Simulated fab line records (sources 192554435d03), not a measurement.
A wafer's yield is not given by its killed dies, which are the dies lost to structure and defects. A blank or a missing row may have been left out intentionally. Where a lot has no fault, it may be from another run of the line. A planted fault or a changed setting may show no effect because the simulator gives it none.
Lot-split experiment -- flow n5Finfet -- 39 wafers read across 7 lots, on a route 1938 steps long

## THE SPLIT ITSELF
At N5_HKMG_FIN_ALD_72 (deposits W, target thk 2 nm, pulse time 1 s, purge time 2 s), the setting aldCycles was moved away from the recipe's 7 on 12 of the 39 wafers read, by -14.3% to +14.3%. For the rest of the wafers, this setting stayed at what the recipe calls for.

The reading comes from the split's own step.

## THE READING
W_of_HKMG_FIN_ALD_72.thkNm (the simulator's own value, which no gauge read), in nm, at N5_HKMG_FIN_ALD_72 (deposits W, target thk 2 nm, pulse time 1 s, purge time 2 s). There is no usual value for it anywhere in the file. Across the 27 wafers here that went through the recipe, the average is 2.1 nm and the standard deviation 0.094 nm.

wafer,"tool, chamber at the split",aldCycles as run,against the recipe,"W_of_HKMG_FIN_ALD_72.thkNm, nm",against lot-mates on the recipe
L077.1,"cvdW-01, 0,1",7,recipe,2,-
L077.3,"cvdW-01, 0,1",7,recipe,2,-
L077.2,"cvdW-01, 1",7,recipe,2.2,-
L077.4,"cvdW-01, 0",6,-14.3%,1.8,-0.3
L077.5,"cvdW-01, 1,0",6,-14.3%,1.6,-0.5
L077.6,"cvdW-01, 1,0",6,-14.3%,1.6,-0.5
L078.1,"cvdW-02, 0,1,1,0,1,0",7,recipe,2,-
L078.2,"cvdW-02, 0,1,1,0,1,0",7,recipe,2,-
L078.3,"cvdW-02, 0,1,1,0,1,0",7,recipe,2,-
L078.4,"cvdW-02, 0,1,1,0,1,0",7,recipe,2,-
L078.5,"cvdW-02, 0,1,1,0,1,0",7,recipe,2,-
L078.6,"cvdW-02, 0,1,1,0,1,0",7,recipe,2,-
L082.1,"cvdW-01, 0,1,1,1",7,recipe,2.2,-
L082.2,"cvdW-01, 0,1,1,1",7,recipe,2.2,-
L082.4,"cvdW-01, 0,1,1,1",7,recipe,2.2,-
L082.5,"cvdW-01, 0,1,1,1",7,recipe,2.2,-
L082.3,"cvdW-01, 0",7,recipe,2,-
L082.6,"cvdW-01, 0",7,recipe,2,-
L084.1,"cvdW-02, 0,1,1",7,recipe,2,-
L084.2,"cvdW-02, 0,1,1",7,recipe,2,-
L084.5,"cvdW-02, 0,1,1",7,recipe,2,-
L084.3,"cvdW-02, 1,0,0",6,-14.3%,1.6,-0.4
L084.4,"cvdW-02, 1,0,0",6,-14.3%,1.6,-0.4
L084.6,"cvdW-02, 1,0,0",6,-14.3%,1.6,-0.4
L085.1,"cvdW-01, 0,1",8,+14.3%,2.4,+0.3
L085.3,"cvdW-01, 0,1",8,+14.3%,2.4,+0.3
L085.2,"cvdW-01, 1,0",7,recipe,2.2,-
L085.4,"cvdW-01, 1,0",7,recipe,2.2,-
L085.5,"cvdW-01, 1",8,+14.3%,2.6,+0.5
L085.6,"cvdW-01, 0",7,recipe,2,-
L090.1,"cvdW-01, 1,0",7,recipe,2,-
L090.5,"cvdW-01, 1,0",7,recipe,2,-
L090.6,"cvdW-01, 1",7,recipe,2.2,-
L093.1,"cvdW-02, 1,0",6,-14.3%,1.8,-0.3
L093.6,"cvdW-02, 1,0",6,-14.3%,1.8,-0.3
L093.2,"cvdW-02, 0",6,-14.3%,1.6,-0.5
L093.3,"cvdW-02, 0,1",7,recipe,2,-
L093.5,"cvdW-02, 0,1",7,recipe,2,-
L093.4,"cvdW-02, 1",7,recipe,2.2,-
Rows listing several chambers each stand for several wafers; the file does not say which wafer went through which chamber.

FIT RESULTS
A straight line over all 39 wafers: W_of_HKMG_FIN_ALD_72.thkNm changes by +0.028 nm for each +1% of aldCycles; r = +0.91; the points scatter about the line by 0.097 nm.
The same after taking each lot's own level away (the mean of its wafers on the recipe; 39 wafers): +0.0255 nm for each +1%; r = +0.92; scatter 0.083 nm.
Per that fit: largest aldCycles move, reading shift of 0.36 nm.
Across the lots, their own levels run from 2.00 to 2.13 nm, a range of 1.4 times the standard deviation given above.
The two slopes agree, so the slope changes little with the lot-to-lot level.
Check: with one of the wafers moved furthest among these (-14.3%) left out of the fit, the line predicts -0.38 nm for it against its lot-mates. Against them it came out at -0.267 nm.

## OTHER SPLITS APPLIED TO THESE WAFERS
Note: prior to the reading, these wafers also went through further splits. Each is held against what the fit with the lots' levels taken away leaves over:
other split on the same wafers,wafers away from the commonest value,r with W_of_HKMG_FIN_ALD_72.thkNm (lot level and that fit taken away)
N5_FIN_SAQP_MANDREL_ETCH_22 icpW,15,+0.00
N5_FIN_CUT_EXPOSE_05 doseMj,6,+0.04
N5_STI_FIN_REVEAL_ETCHBACK_08 targetDepthA,18,+0.13
N5_DUMMY_GATE_ETCH_42 biasW,15,-0.17
N5_SD_EPI_N_SD_RECESS_17 timeS,9,-0.15
N5_SD_EPI_P_EPI_21 epiGrowthTimeS,12,+0.05

## FILE'S OWN FIT
W_of_HKMG_FIN_ALD_72.thkNm changes by +0.0257 nm for each +1% of aldCycles, r = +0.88.
